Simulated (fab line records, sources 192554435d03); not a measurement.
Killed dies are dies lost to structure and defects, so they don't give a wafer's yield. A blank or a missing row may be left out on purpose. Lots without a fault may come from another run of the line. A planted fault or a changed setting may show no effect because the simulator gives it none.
A struck lot beside a sound one | flow n5_finfet | 37 steps out of a route of 1938
Sound: wafers L634.1, L634.2, L634.6. Struck: wafers L623.4, L623.5. (L623.6 of the same lot was not struck and is left out.) The cause comes at the end.
At each step with rows: each side's tool, then ch and its chambers, then its first start. Under that, the readings that differ: sound wafers | struck wafers | difference of the means | sigmas: that difference in standard deviations of wafers without a fault.
alike: readings whose means differ by less than 2 such deviations, and words and numbers that are the same on both sides. not compared: withheld readings, readings that some wafer has no value for, bounds like >300 that may hide the same value, and numbers for which the record gives no deviation and whose values overlap.
The two part at a step that has a row with sigmas, a row that says differs or no value, or rows on one side only. Numbers that don't overlap but have no deviation are shown without sigmas and don't part them. A reading that every wafer of one side lacks parts them only if that side has two wafers or more.

first, 9 steps without rows for these wafers: N5_BEOL_M4_ANNEAL_95 (time 240 s); N5_BEOL_M4_SPUTTER_96 (material Cu, target thk 4.5 nm, time 8.29 s); N5_BEOL_M4_ECD_50 (material Cu, target thk 300 nm); N5_BEOL_M4_ANNEAL_51 (time 90 s); N5_BEOL_M4_CMP_52 (polishes, stops on SiOC, t overpolish 6.8 s, target thk 40 nm); N5_BEOL_M4_PRE_CLEAN_60 (time 15 s); N5_BEOL_M4_CO_CAP_55 (material Co, precursor CCTBA/H2, target thk 2 nm, time 102.1 s); N5_BEOL_M4_PRE_CLEAN_56 (time 15 s); N5_BEOL_M4_DEP_57 (deposits SiCN from 3MS/NH3, target thk 8 nm, time 14 s).
N5_BEOL_M4_RC_MEAS_101:
  sound on prober-01 ch 0, day 15 04:20; struck on prober-02 ch 0, day 11 19:02
  alike: DIBL_N, DIBL_P, IOFF_N, IOFF_P, ION_N, ION_P, SS_N, SS_P, VT_N, VT_P
then, 24 steps without rows for these wafers: N5_BEOL_M5_ILD_DEP_00 (deposits SiCOH lowk from DEMS/porogen, target thk 140.64 nm, time 25.9 s); N5_BEOL_M5_CURE_79 (cures SiCOH lowk, time 240 s); N5_BEOL_M5_PECVD_70 (deposits SiO2 from TEOS/O2, target thk 16 nm, time 18 s); N5_BEOL_M5_HM_DEP_02 (deposits TiN, target thk 20 nm); N5_BEOL_M5_COAT_59 (time 60 s, resist thk 60 nm); N5_BEOL_M5_COAT_60 (time 60 s, resist thk 12 nm); N5_BEOL_M5_COAT_71 (time 60 s, resist thk 5 nm); N5_BEOL_M5_COAT_05 (resist thk 30 nm); N5_BEOL_M5_EBR_07; N5_BEOL_M5_SOFTBAKE_06 (time 60 s); N5_BEOL_M5_EXPOSE_08 (exposes mask M5, target cd 28 nm); N5_BEOL_M5_PEB_09 (peb time 60 s); N5_BEOL_M5_DEVELOP_10 (develop time 30 s); N5_BEOL_M5_DESCUM_16 (chemistry O2, time 7 s); N5_BEOL_M5_ETCH_72 (etches underlayer in N2/H2, target depth 6.5 nm, time 5.2 s); N5_BEOL_M5_ETCH_61 (etches SiARC in CF4, target depth 15.6 nm, time 26 s); N5_BEOL_M5_ETCH_62 (etches SOC in N2/H2, target depth 75 nm, overetch 15 nm, time 112.5 s); N5_BEOL_M5_STRIP_63 (strips in N2/H2); N5_BEOL_M5_STRIP_73 (strips in N2/H2); N5_BEOL_M5_STRIP_64 (strips in CF4); N5_BEOL_M5_HM_OPEN_17 (chemistry Cl2/BCl3, target TiN, target depth 20 nm, overetch 6 nm); N5_BEOL_M5_STRIP_19 (strips in O2); N5_BEOL_M5_COAT_65 (time 60 s, resist thk 60 nm); N5_BEOL_M5_COAT_66 (time 60 s, resist thk 12 nm).
-- the record jumps here: 3 days lie between the struck wafers' starts before and after (it left off in module BEOL_M5 and takes up again in module BEOL_M13, whose first step shown is number 1665 of the route) --
N5_BEOL_M13_EXPOSE_07: exposes mask V12.
  sound on krf_scanner-02 ch 0, day 18 05:31; struck on krf_scanner-02 ch 0, day 14 19:26
  reading              | sound                | struck        | difference | sigmas
  exposure_dose_mJ_cm2 | 24.775 24.821 24.791 | 24.795 24.684 | -0.056     | -2
  alike: mask
N5_BEOL_M13_CD_MEAS_10: target cd 190 nm.
  sound on cd_sem-02 ch 0, day 18 05:41; struck on cd_sem-01 ch 0, day 14 19:36
  reading    | sound             | struck      | difference | sigmas
  cd_nm (nm) | 189.3 190.7 186.3 | 130.6 130.9 | -58.0      | -39
N5_PASSIVATION_PROBE_49:
  sound on prober-02, day 19 17:40; struck on prober-01, day 16 05:46
  reading                  | sound          | struck    | difference | sigmas
  defect_limited_yield (%) | 91.9 92.6 92.2 | 0 0       | -92        | -66
  killed_at_M4_up          | 18 9 11        | 1098 1078 | +1075      | +99 or more
  killed_dies              | 96 87 92       | 1180 1180 | +1088      | +68
  killed_on_rim            | 19 5 16        | 152 152   | +139       | +35
  sort_bin_5_function (%)  | 4.4 4.6 4.8    | 96.5 95.6 | +91.5      | +99 or more
  sort_n_pass              | 1084 1093 1088 | 0 0       | -1088      | -64
  sort_yield_pct (%)       | 91.9 92.6 92.2 | 0 0       | -92        | -66
  alike: killed_at_M0_to_M3, killed_at_contacts, killed_at_front_end, killed_at_other, killed_open, killed_short, sort_bin_6_memory, sort_bin_8_speed

WHERE THEY PART
First at N5_BEOL_M13_EXPOSE_07; last, within this record, at N5_PASSIVATION_PROBE_49.

WHY: what the simulator had put in
Process parameter drift: krf_scanner-02, from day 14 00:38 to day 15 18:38, at N5_BEOL_M13_EXPOSE_07. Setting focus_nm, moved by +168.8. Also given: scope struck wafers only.
